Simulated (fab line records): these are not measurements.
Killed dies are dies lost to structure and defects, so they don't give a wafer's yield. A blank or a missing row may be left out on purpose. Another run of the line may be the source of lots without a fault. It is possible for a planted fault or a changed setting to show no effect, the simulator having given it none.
fab line records    flow nand_harc
record lots=6  wafers=18  last_day=23
route steps=1159 shown P_CONTACT@218 END@1159
lots that met no fault: taken from a fault-free run of the same line
start_h: the number of hours between the record's first day and the start of the first shown wafer of the lot    wait_h: time in hours since the lot's previous step    " same as the row above    L1.1+2: one row covering several wafers at once    - no value, or no start given    * or withheld: withheld    < > ~ a bound
route shown NAME@n: NAME is a module with steps in the file, n the number in the route of the first one    usual: mean/standard deviation of fault-free wafers    same: alike in all rows    chamber/n: place in a boat    sites: readings site by site    _std_site: their standard deviation    _edge_site: inner sites' mean taken away from outer sites' mean    radius_mm: how far each site lies from the wafer's centre    mask NAME#n: copy n    behind: the most recent tool/chamber to have shaped the wafer    hold: why the lot went on hold/how many hours it stayed there/how the hold came to an end    device: which transistor (n, p or np) failed to switch    end of line: the same wafers' tests at the end of the route    a step with no rows: only its recipe    killed: not the wafer's yield, but the dies lost to structure and defects at the first sort    map: the dies of a wafer, with x for killed, . for not killed, _ for no die there
set.NAME: setting as actually run; set.NAME@STEP: the setting as run at that earlier step    model.NAME: the simulator's own value behind a step, which no gauge read
lots at selected steps of the route; one table per step, one row per wafer
services: a tool's chamber out of use, with start hour (start_h, from the record's first day; less than 0 if before it), hours out, and reason
## steps
# step NHARC_P_CONTACT_DEP_00
# recipe target_thk_a=5000  temp_c=400  pressure_torr=6.5  rf_w=900  teos_flow_sccm=161.4  flow_sccm=2650  target_thk_nm=500  gas=O2  material=SiO2
# usual chamber_pressure_Torr=6.500/0.014  flow_sccm=2651/8.6  heater_power_w=586/80  susceptor_temp_C=400.02/0.23  throttle_valve_pct=16.2/0.43
lot.wafer  tool      chamber  start_h  wait_h  chamber_pressure_Torr  flow_sccm  heater_power_w  since_wet_clean_h  susceptor_temp_C  throttle_valve_pct
L822.1     pecvd-03  0        -        -       6.477                  2659       580             164                400.09            16.7
L822.4     "         1        "        "       6.510                  2662       587             -                  400.23            16.6
L822.6     "         0        "        "       6.482                  2657       573             -                  400.08            16.7
L826.3     pecvd-04  1        -        -       6.505                  2654       681             118                399.87            16.7
L826.2     "         2        "        "       6.484                  2636       661             118                399.78            16.1
L826.5     "         2        "        "       6.519                  2635       690             -                  399.83            16.1
L832.2     pecvd-04  2        -        -       6.504                  2650       656             159                400.23            16.3
L832.4     "         2        "        "       6.492                  2657       674             -                  400.00            16.0
L832.5     "         0        "        "       6.505                  2649       641             -                  399.87            15.8
L833.2     pecvd-04  0        -        -       6.526                  2644       646             165                400.00            16.1
L833.1     "         1        "        "       6.481                  2647       659             165                399.86            16.5
L833.4     "         1        "        "       6.481                  2645       675             -                  399.99            16.8
L837.2     pecvd-03  2        -        -       6.507                  2657       469             72                 399.69            16.8
L837.3     "         0        "        "       6.493                  2659       583             72                 400.09            16.6
L837.5     "         2        "        "       6.489                  2655       487             -                  399.49            16.8
L840.3     pecvd-03  0        -        -       6.508                  2640       586             84                 399.86            16.6
L840.2     "         2        "        "       6.505                  2642       404             84                 399.99            16.9
L840.6     "         0        "        "       6.510                  2630       598             -                  399.85            16.3
# step NHARC_P_CONTACT_CMP_01
# recipe target_thk_nm=200  material=SiO2
# usual edge_zone_pressure_frac=1.001/0.0048  motor_current_A=12.2/1.1
lot.wafer  tool    chamber  start_h  wait_h  edge_zone_pressure_frac  motor_current_A
L822.4     cmp-02  1        115.44   -       1.007                    12.9
L822.1     "       2        "        "       0.999                    11.3
L822.6     "       1        "        "       0.996                    13.3
L826.2     cmp-04  1        145.35   -       1.000                    12.0
L826.3     "       0        "        "       1.012                    11.9
L826.5     "       2        "        "       0.999                    12.7
L832.4     cmp-04  2        186.39   -       1.003                    12.1
L832.2     "       1        "        "       1.007                    11.5
L832.5     "       2        "        "       1.002                    12.3
L833.1     cmp-01  1        192.41   -       0.999                    10.3
L833.4     "       2        "        "       1.007                    12.4
L833.2     "       3        "        "       1.000                    10.7
L837.3     cmp-02  0        204.80   -       0.999                    11.7
L837.2     "       1        "        "       0.999                    12.4
L837.5     "       3        "        "       1.003                    13.3
L840.3     cmp-04  0        216.80   -       0.995                    11.0
L840.2     "       1        "        "       0.996                    11.9
L840.6     "       3        "        "       0.997                    14.5
# step NHARC_P_CONTACT_SRD_03
# step NHARC_P_CONTACT_DEHYDRATE_04
# recipe temp_c=150  time_s=120
# step NHARC_P_CONTACT_HMDS_05
# recipe time_s=30
# step NHARC_P_CONTACT_COAT_33
# recipe temp_c=260  time_s=75
# step NHARC_P_CONTACT_COAT_34
# recipe temp_c=225  time_s=65
# step NHARC_P_CONTACT_COAT_06
# recipe spin_rpm=1500  resist_thk_nm=90
# step NHARC_P_CONTACT_SOFTBAKE_07
# recipe temp_c=105  time_s=55
# step NHARC_P_CONTACT_EBR_08
# step NHARC_P_CONTACT_EXPOSE_09
# recipe na=1.35  target_cd_nm=90  dose_mj=81.26  mask_id=P_CA
# step NHARC_P_CONTACT_PEB_10
# recipe peb_temp_c=100  peb_time_s=65
# usual heater_power_total_W=156.6/0.41  plate_temp_C=100.00/0.13
lot.wafer  tool            chamber  start_h  wait_h  heater_power_total_W  plate_temp_C
L822.1     litho_track-04  0        116.19   0.1     156.8                 100.01
L822.4     "               0        "        "       155.8                 100.00
L822.6     "               0        "        "       155.9                 100.03
L826.2     litho_track-06  0        146.10   0.1     157.1                 99.99
L826.3     "               0        "        "       155.8                 100.05
L826.5     "               0        "        "       156.4                 100.07
L832.2     litho_track-06  0        187.14   0.1     152.4                 98.06
L832.4     "               0        "        "       152.2                 97.97
L832.5     "               0        "        "       153.1                 97.90
L833.1     litho_track-06  0        193.14   0.1     152.9                 98.09
L833.2     "               0        "        "       152.1                 98.04
L833.4     "               0        "        "       152.7                 98.16
L837.2     litho_track-04  0        205.37   0.1     157.1                 99.99
L837.3     "               0        "        "       157.1                 100.13
L837.5     "               0        "        "       156.6                 99.87
L840.2     litho_track-04  0        217.37   0.1     156.5                 100.12
L840.3     "               0        "        "       156.5                 100.25
L840.6     "               0        "        "       156.4                 100.18
# step NHARC_P_CONTACT_DEVELOP_11
# recipe develop_time_s=35  dev_temp_c=23
# step NHARC_P_CONTACT_CD_MEAS_12
# recipe target_cd_nm=90  landing_energy_ev=500
# usual cd_nm=89.9/0.5
lot.wafer  tool       chamber  start_h  wait_h  cd_nm
L822.1     cd_sem-02  0        116.27   -       88.6
L822.4     "          0        "        "       88.8
L822.6     "          0        "        "       88.8
L826.2     cd_sem-03  0        146.18   -       89.9
L826.3     "          0        "        "       90.2
L826.5     "          0        "        "       90.2
L832.2     cd_sem-02  0        187.22   -       82.7
L832.4     "          0        "        "       83.2
L832.5     "          0        "        "       83.2
L833.1     cd_sem-03  0        193.22   -       84.6
L833.2     "          0        "        "       84.3
L833.4     "          0        "        "       84.8
L837.2     cd_sem-03  0        205.46   -       90.4
L837.3     "          0        "        "       89.9
L837.5     "          0        "        "       90.3
L840.2     cd_sem-03  0        217.45   -       90.1
L840.3     "          0        "        "       89.9
L840.6     "          0        "        "       89.7
# step NHARC_P_CONTACT_OVL_MEAS_13
# usual overlay_x_nm=0.2/0.83  overlay_y_nm=0.2/0.98
lot.wafer  tool        chamber  start_h  wait_h  overlay_x_nm  overlay_y_nm
L822.1     overlay-02  -        116.36   -       -1.7          2.0
L822.4     "           -        "        "       -0.9          1.5
L822.6     "           -        "        "       -0.5          2.2
L826.2     overlay-01  -        146.27   -       1.3           0.1
L826.3     "           -        "        "       0.9           -0.4
L826.5     "           -        "        "       0.8           -0.1
L832.2     overlay-01  -        187.31   -       -0.2          0.5
L832.4     "           -        "        "       -0.4          0.5
L832.5     "           -        "        "       -0.2          0.2
L833.1     overlay-01  -        193.30   -       0.5           -0.5
L833.2     "           -        "        "       0.2           -0.1
L833.4     "           -        "        "       0.9           -0.1
L837.2     overlay-01  -        205.55   -       0.0           -0.2
L837.3     "           -        "        "       -0.3          0.5
L837.5     "           -        "        "       0.4           0.5
L840.2     overlay-01  -        217.54   -       0.7           -1.3
L840.3     "           -        "        "       0.6           -0.6
L840.6     "           -        "        "       0.7           -0.4
# step NHARC_P_CONTACT_INSPECT_14
# usual raw_defect_count=4.0/2.6
lot.wafer  tool               chamber  start_h  wait_h  raw_defect_count
L822.1     defect_inspect-02  -        116.40   0.0     11
L822.4     "                  -        "        "       5
L822.6     "                  -        "        "       2
L826.2     defect_inspect-02  -        146.30   0.0     11
L826.3     "                  -        "        "       3
L826.5     "                  -        "        "       4
L832.2     defect_inspect-01  -        187.34   0.0     3
L832.4     "                  -        "        "       3
L832.5     "                  -        "        "       2
L833.1     defect_inspect-02  -        193.34   0.0     2
L833.2     "                  -        "        "       5
L833.4     "                  -        "        "       7
L837.2     defect_inspect-01  -        205.58   0.0     10
L837.3     "                  -        "        "       5
L837.5     "                  -        "        "       6
L840.2     defect_inspect-01  -        217.58   0.0     8
L840.3     "                  -        "        "       2
L840.6     "                  -        "        "       3
# step NHARC_P_CONTACT_DESCUM_17
# recipe time_s=3  o2_flow_sccm=200  ar_flow_sccm=0  bias_power_w=0  chemistry=O2
# usual drypump_motor_current_A=5.9/0.45  o2_flow_sccm=200.0/0.6  oes_product_au=0.998/0.0066  rf_vpp_V=57.8/0.95  showerhead_plenum_p_Torr=1.92/0.085  throttle_valve_pct=11.311/0.0094
lot.wafer  tool         chamber  start_h  wait_h  drypump_motor_current_A  o2_flow_sccm  oes_product_au  rf_hours_counter_h  rf_vpp_V  showerhead_plenum_p_Torr  throttle_valve_pct  model.P_CONTACT.cd_nm
L822.1     rie_diel-06  2        116.47   0.1     5.2                      200.3         1.001           4                   58.2      1.99                      11.305              88.86
L822.4     "            0        "        "       5.6                      199.2         0.991           4                   57.3      1.81                      11.313              88.73
L822.6     "            2        "        "       5.2                      200.1         1.000           -                   58.7      1.99                      11.301              88.55
L826.2     rie_diel-09  2        146.40   0.1     5.8                      199.8         1.004           6                   56.1      1.87                      11.308              89.79
L826.3     "            0        "        "       5.3                      199.9         1.000           6                   59.0      1.81                      11.326              90.73
L826.5     "            2        "        "       5.7                      200.3         0.999           -                   57.3      1.87                      11.305              89.77
L832.4     rie_diel-09  0        187.42   0.1     5.3                      199.7         1.006           10                  57.5      1.81                      11.311              83.15
L832.2     "            3        "        "       6.3                      200.1         1.001           9                   57.0      2.02                      11.318              83.29
L832.5     "            0        "        "       5.3                      199.7         1.000           -                   55.5      1.81                      11.317              83.23
L833.2     rie_diel-09  1        193.40   0.1     6.5                      200.2         0.999           11                  58.8      2.01                      11.310              84.07
L833.4     "            3        "        "       6.3                      200.4         1.004           10                  59.7      2.02                      11.312              84.86
L833.1     "            0        "        "       5.3                      200.8         0.996           11                  57.9      1.81                      11.308              84.72
L837.3     rie_diel-06  2        205.65   0.1     5.2                      200.2         1.004           12                  58.4      1.99                      11.306              89.55
L837.2     "            3        "        "       6.0                      198.5         1.007           11                  56.5      1.83                      11.308              90.93
L837.5     "            2        "        "       5.2                      200.8         1.008           -                   57.5      1.99                      11.303              90.2
L840.3     rie_diel-06  3        217.65   0.1     6.0                      199.2         0.988           12                  58.8      1.83                      11.302              90.26
L840.2     "            1        "        "       6.0                      200.3         0.996           14                  57.6      1.92                      11.311              90.27
L840.6     "            3        "        "       6.0                      199.7         0.999           -                   57.8      1.83                      11.319              90.18
# step NHARC_P_CONTACT_ETCH_35
# recipe target_depth_a=390  over_etch_frac=0.3  time_s=65  ion_energy_ev=80  cf4_flow_sccm=150  ar_flow_sccm=0  rf_w=300  bias_w=100  chemistry=CF4
# usual drypump_motor_current_A=5.9/0.45  oes_product_au=0.998/0.007  rf_vpp_V=151.4/1.3  showerhead_plenum_p_Torr=1.77/0.073  throttle_valve_pct=13.282/0.0094
lot.wafer  tool         chamber  start_h  wait_h  drypump_motor_current_A  oes_product_au  rf_hours_counter_h  rf_vpp_V  showerhead_plenum_p_Torr  throttle_valve_pct
L822.4     rie_diel-06  0        116.54   0.1     5.6                      0.979           4                   149.9     1.68                      13.291
L822.1     "            1        "        "       5.9                      1.001           4                   152.2     1.77                      13.261
L822.6     "            1        "        "       5.9                      1.002           -                   150.5     1.77                      13.270
L826.2     rie_diel-09  3        146.47   0.1     6.3                      1.005           5                   149.7     1.86                      13.282
L826.3     "            0        "        "       5.3                      1.003           6                   150.6     1.68                      13.291
L826.5     "            3        "        "       6.3                      1.004           -                   152.2     1.86                      13.278
L832.2     rie_diel-09  0        187.52   0.1     5.3                      1.002           10                  149.2     1.68                      13.286
L832.4     "            1        "        "       6.5                      0.998           11                  152.1     1.85                      13.287
L832.5     "            3        "        "       6.3                      1.004           -                   152.1     1.86                      13.278
L833.2     rie_diel-09  1        193.49   0.1     6.5                      0.997           11                  153.0     1.85                      13.277
L833.4     "            2        "        "       5.8                      0.996           11                  150.8     1.73                      13.288
L833.1     "            3        "        "       6.3                      1.007           10                  153.0     1.86                      13.283
L837.3     rie_diel-06  1        205.74   0.1     5.9                      1.005           12                  151.4     1.77                      13.276
L837.2     "            3        "        "       6.0                      0.994           11                  150.6     1.70                      13.262
L837.5     "            0        "        "       5.6                      1.001           -                   151.4     1.67                      13.279
L840.2     rie_diel-06  0        217.73   0.1     5.6                      0.995           12                  149.5     1.67                      13.285
L840.3     "            1        "        "       6.0                      1.011           14                  151.9     1.77                      13.283
L840.6     "            3        "        "       6.0                      0.996           -                   149.6     1.70                      13.292
# step NHARC_P_CONTACT_ETCH_36
# recipe target_depth_a=2600  over_etch_frac=0.25  time_s=406.25  ion_energy_ev=200  n2_flow_sccm=150  h2_flow_sccm=150  ar_flow_sccm=0  rf_w=400  bias_w=150  chemistry=N2/H2
# usual drypump_motor_current_A=5.9/0.44  oes_product_au=0.998/0.0075  rf_vpp_V=430.6/2.6  showerhead_plenum_p_Torr=2.04/0.093  throttle_valve_pct=14.171/0.0092
lot.wafer  tool         chamber  start_h  wait_h  drypump_motor_current_A  oes_product_au  rf_hours_counter_h  rf_vpp_V  showerhead_plenum_p_Torr  throttle_valve_pct
L822.1     rie_diel-06  1        -        -       5.9                      1.000           4                   430.7     2.05                      14.183
L822.4     "            3        "        "       6.0                      0.998           4                   427.7     1.95                      14.173
L822.6     "            0        "        "       5.6                      0.984           -                   426.3     1.92                      14.168
L826.2     rie_diel-09  2        -        -       5.8                      1.012           6                   430.6     2.00                      14.193
L826.3     "            3        "        "       6.3                      0.991           5                   432.6     2.16                      14.158
L826.5     "            0        "        "       5.3                      1.003           -                   427.7     1.92                      14.173
L832.4     rie_diel-09  3        -        -       6.3                      0.993           9                   433.8     2.16                      14.174
L832.2     "            0        "        "       5.3                      0.996           11                  428.1     1.92                      14.173
L832.5     "            2        "        "       5.8                      0.999           -                   428.2     1.99                      14.186
L833.2     rie_diel-09  3        -        -       6.3                      1.004           10                  434.4     2.16                      14.158
L833.4     "            1        "        "       6.5                      0.989           11                  433.7     2.14                      14.175
L833.1     "            2        "        "       5.8                      1.003           11                  429.1     1.99                      14.162
L837.3     rie_diel-06  2        -        -       5.3                      1.013           13                  433.7     2.12                      14.180
L837.2     "            3        "        "       6.0                      1.007           11                  428.4     1.95                      14.171
L837.5     "            1        "        "       6.0                      1.009           -                   430.9     2.04                      14.176
L840.3     rie_diel-06  3        -        -       6.1                      1.001           12                  428.2     1.95                      14.172
L840.2     "            1        "        "       6.0                      1.005           14                  430.7     2.04                      14.172
L840.6     "            3        "        "       6.0                      0.990           -                   429.5     1.95                      14.157
# step NHARC_P_CONTACT_ETCH_18
# recipe target_depth_a=4810  time_s=240.5  c4f8_flow_sccm=20  o2_flow_sccm=10  ar_flow_sccm=withheld  rf_w=600  bias_w=1500  chemistry=C4F8/O2/Ar
# usual oes_product_au=0.960/0.016  rf_vpp_V=978/5.9
lot.wafer  tool         chamber  start_h  wait_h  oes_product_au  rf_hours_counter_h  rf_vpp_V
L822.4     rie_diel-06  3        -        -       0.982           4                   973
L822.1     "            2        "        "       0.969           4                   983
L822.6     "            3        "        "       0.975           -                   972
L826.2     rie_diel-09  2        -        -       0.959           6                   976
L826.3     "            3        "        "       0.945           5                   985
L826.5     "            1        "        "       0.959           -                   985
L832.2     rie_diel-09  2        -        -       0.974           11                  975
L832.4     "            3        "        "       0.974           10                  985
L832.5     "            0        "        "       0.949           -                   972
L833.4     rie_diel-09  2        -        -       0.955           11                  976
L833.2     "            3        "        "       0.982           10                  985
L833.1     "            0        "        "       0.965           11                  971
L837.3     rie_diel-06  2        -        -       0.970           13                  983
L837.2     "            0        "        "       0.968           11                  972
L837.5     "            2        "        "       0.963           -                   985
L840.2     rie_diel-06  0        -        -       0.967           12                  968
L840.3     "            1        "        "       0.983           14                  981
L840.6     "            0        "        "       0.979           -                   970
# step NHARC_P_CONTACT_STRIP_37
# recipe c4f8_flow_sccm=withheld  o2_flow_sccm=8  ar_flow_sccm=withheld  bias_w=0  chemistry=C4F8/O2/Ar
# step NHARC_P_CONTACT_ETCH_31
# recipe target_depth_a=300  time_s=85.7  ion_energy_ev=120  over_etch_frac=1  ch3f_flow_sccm=50  o2_flow_sccm=30  ar_flow_sccm=200  rf_w=500  bias_w=100  chemistry=CH3F/O2
# usual drypump_motor_current_A=5.9/0.46  o2_flow_sccm=29.99/0.096  oes_product_au=0.978/0.012  rf_vpp_V=244.4/1.7  showerhead_plenum_p_Torr=2.46/0.11  throttle_valve_pct=20.664/0.0096
lot.wafer  tool         chamber  start_h  wait_h  drypump_motor_current_A  o2_flow_sccm  oes_product_au  rf_hours_counter_h  rf_vpp_V  showerhead_plenum_p_Torr  throttle_valve_pct  model.P_CONTACT.cd_nm
L822.1     rie_diel-06  3        -        -       6.0                      30.13         0.992           4                   242.8     2.36                      20.659              87.17
L822.4     "            1        "        "       6.0                      29.88         0.984           4                   246.0     2.47                      20.655              86.75
L822.6     "            3        "        "       6.0                      30.11         0.992           -                   243.5     2.36                      20.660              86.67
L826.3     rie_diel-09  0        -        -       5.3                      30.01         0.989           6                   243.1     2.33                      20.673              89.12
L826.2     "            2        "        "       5.7                      29.91         0.976           7                   243.3     2.41                      20.667              89.51
L826.5     "            3        "        "       6.4                      29.91         0.962           -                   245.7     2.59                      20.660              87.64
L832.4     rie_diel-09  1        -        -       6.5                      30.02         0.971           11                  246.7     2.58                      20.650              83.63
L832.2     "            2        "        "       5.8                      30.19         0.973           11                  244.4     2.41                      20.672              81.88
L832.5     "            0        "        "       5.3                      30.00         0.969           -                   243.0     2.33                      20.657              82.83
L833.2     rie_diel-09  0        -        -       5.3                      29.86         0.976           11                  241.2     2.33                      20.679              84.59
L833.1     "            1        "        "       6.5                      30.02         0.970           12                  246.7     2.58                      20.650              84.93
L833.4     "            2        "        "       5.8                      29.97         0.980           11                  243.5     2.41                      20.662              86.14
L837.3     rie_diel-06  2        -        -       5.2                      29.88         0.985           13                  246.4     2.55                      20.676              87.7
L837.2     "            0        "        "       5.6                      29.85         0.985           11                  241.8     2.32                      20.667              90.14
L837.5     "            2        "        "       5.2                      30.07         0.988           -                   246.4     2.55                      20.666              87.57
L840.3     rie_diel-06  1        -        -       6.0                      29.94         0.988           14                  244.5     2.46                      20.657              90.87
L840.2     "            2        "        "       5.2                      30.04         0.970           15                  246.0     2.55                      20.655              89.66
L840.6     "            1        "        "       6.0                      30.00         0.988           -                   245.0     2.46                      20.664              89.35
# step NHARC_P_CONTACT_CD_MEAS_19
# usual cd_nm=89.4/1.2
lot.wafer  tool       chamber  start_h  wait_h  cd_nm
L822.1     cd_sem-02  -        117.33   -       87.1
L822.4     "          -        "        "       87.1
L822.6     "          -        "        "       86.6
L826.2     cd_sem-02  -        147.27   -       89.7
L826.3     "          -        "        "       89.0
L826.5     "          -        "        "       87.5
L832.2     cd_sem-02  -        188.35   -       81.9
L832.4     "          -        "        "       83.7
L832.5     "          -        "        "       83.0
L833.1     cd_sem-03  -        194.27   -       85.0
L833.2     "          -        "        "       84.3
L833.4     "          -        "        "       86.2
L837.2     cd_sem-01  -        206.52   -       90.3
L837.3     "          -        "        "       87.8
L837.5     "          -        "        "       87.4
L840.2     cd_sem-01  -        218.59   -       89.6
L840.3     "          -        "        "       90.9
L840.6     "          -        "        "       89.2
# step NHARC_END_SORT_01
# recipe temp_c=25
# usual killed_at_array=28/8.9  killed_at_other=0.8/1.2  killed_at_periphery=3.3/2.3  killed_dies=32/9.4  killed_open=3.2/1.8  killed_short=1.9/1.4
# same gross_dies=677
lot.wafer  tool       chamber  start_h  wait_h  killed_at_array  killed_at_other  killed_at_periphery  killed_dies  killed_open  killed_short
L832.2     prober-01  0        526.05   2.8     29               0                4                    33           3            3
L832.4     prober-01  0        527.64   3.4     27               0                1                    28           3            2
L832.5     prober-01  0        528.44   3.7     25               0                4                    29           5            1
L833.1     prober-02  0        529.35   2.5     37               6                1                    44           2            0
L833.2     prober-02  0        530.16   2.8     39               3                5                    47           5            2
L833.4     prober-02  0        531.78   3.4     32               3                6                    41           3            1
# killed by level:class
L832.2 A_SLIT:chamber_film_flake=12 A_CHANNEL_HOLE_D1:chamber_film_flake=6 A_STAIRCASE:chamber_film_flake=3 P_CONTACT:area_peb=3 A_WL_FILL:geometric_particle:short=2 A_CONTACT:geometric_particle:open=2 P_GATE:geometric_particle:open=1 A_CONTACT:geometric_particle:short=1
L832.4 A_SLIT:chamber_film_flake=14 A_CHANNEL_HOLE_D1:chamber_film_flake=3 A_STAIRCASE:chamber_film_flake=3 A_WL_FILL:chamber_film_flake=2 P_M0:geometric_particle:open=1 A_ONON_D1:geometric_particle:open=1 A_CHANNEL_FILL_D1:geometric_particle:short=1 A_CHANNEL_FILL_D1:geometric_particle:open=1
L832.5 A_SLIT:chamber_film_flake=12 A_CHANNEL_HOLE_D1:chamber_film_flake=5 A_STAIRCASE:chamber_film_flake=3 P_CONTACT:area_peb=2 P_CONTACT:geometric_particle:open=1 P_M0:geometric_particle:open=1 A_CHANNEL_FILL_D1:geometric_particle:open=1 A_WL_FILL:geometric_particle:open=1
L833.1 A_CHANNEL_HOLE_D1:chamber_film_flake=19 A_STAIRCASE:chamber_film_flake=9 A_CONTACT:chamber_film_flake=8 THIN_TSV:chamber_film_flake=6 P_GATE:geometric_particle:open=1 A_WL_FILL:geometric_particle:open=1
L833.2 A_CHANNEL_HOLE_D1:chamber_film_flake=14 A_CONTACT:chamber_film_flake=12 A_STAIRCASE:chamber_film_flake=8 THIN_TSV:chamber_film_flake=3 A_M0:geometric_particle:short=2 P_STI:chamber_film_flake=2 P_GATE:geometric_particle:open=1 P_M0:geometric_particle:open=1
L833.4 A_CHANNEL_HOLE_D1:chamber_film_flake=13 A_STAIRCASE:chamber_film_flake=10 A_CONTACT:chamber_film_flake=7 THIN_TSV:chamber_film_flake=3 P_CONTACT:geometric_particle:open=2 P_STI:chamber_film_flake=2 A_ONON_D1:geometric_particle:short=1 A_CONTACT:geometric_particle:open=1
## services
tool            chamber  start_h  hours  kind
cmp-02          -        95.00    1.8    repair
rie_diel-06     0        97.70    -      clean
rie_diel-06     1        97.70    -      clean
rie_diel-06     2        97.70    -      clean
rie_diel-06     3        97.70    -      clean
cmp-01          -        104.09   4.0    pm
cmp-04          -        105.10   4.0    pm
pecvd-04        -        109.44   1.2    repair
rie_diel-09     0        110.60   -      clean
rie_diel-09     1        110.60   -      clean
cmp-01          -        111.92   27.3   repair
litho_track-06  -        117.00   7.0    pm
pecvd-03        -        119.46   13.0   pm
rie_diel-06     0        120.23   12.1   repair
cmp-02          -        128.50   4.0    pm
rie_diel-09     3        133.14   12.4   repair
litho_track-04  -        141.00   7.0    pm
cmp-04          -        145.92   1.5    repair
rie_diel-09     3        158.50   1.9    repair
rie_diel-06     3        161.44   8.4    repair
pecvd-04        -        195.82   13.0   pm
cmp-01          -        202.09   4.0    pm
cmp-04          -        203.10   4.0    pm
cmp-01          -        213.67   1.9    repair
## key
first_sign step=NHARC_P_CONTACT_PEB_10  reading=plate_temp_C  direction=down  sigmas=15  usual=*  struck=*
effect step=NHARC_P_CONTACT_PEB_10  reading=heater_power_total_W  direction=down  sigmas=9.7  usual=*  struck=*
effect step=NHARC_P_CONTACT_CD_MEAS_12  reading=cd_nm  direction=down  sigmas=12  usual=89.9  struck=83.8  through=control_loop
effect step=NHARC_P_CONTACT_CD_MEAS_19  reading=cd_nm  direction=down  sigmas=4.4  usual=89.4  struck=84.0  through=control_loop
model_effect step=NHARC_P_CONTACT_DESCUM_17  value=P_CONTACT.cd_nm  without=90.18  struck=83.89
model_effect step=NHARC_P_CONTACT_ETCH_31  value=P_CONTACT.cd_nm  without=90.3  struck=84
met_at NHARC_P_CONTACT_PEB_10
struck_wafers L832.2,L832.4,L832.5,L833.1,L833.2,L833.4
tester_left_out L832,L833
loop_trim step=NHARC_P_CONTACT_EXPOSE_09  setting=dose  lots=L833
onset_between 146.10 187.14
fault kind=process_parameter_drift  tool=litho_track-06  chamber=-  onset_h=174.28  steps=NHARC_P_CONTACT_PEB_10  channel=peb_temp_c  offset=*  shape=step  end_h=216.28  acts_in=*  stated=*
# tester_left_out: of these lots the tester's yield and bins aren't shown, on N5 and GAA mostly nor the transistor test; their killed dies are dies lost to structure and defects alone, not to doping, threshold or leakage, so they don't give the yield
# loop_trim: a control loop set the setting to another value than it would have without faults
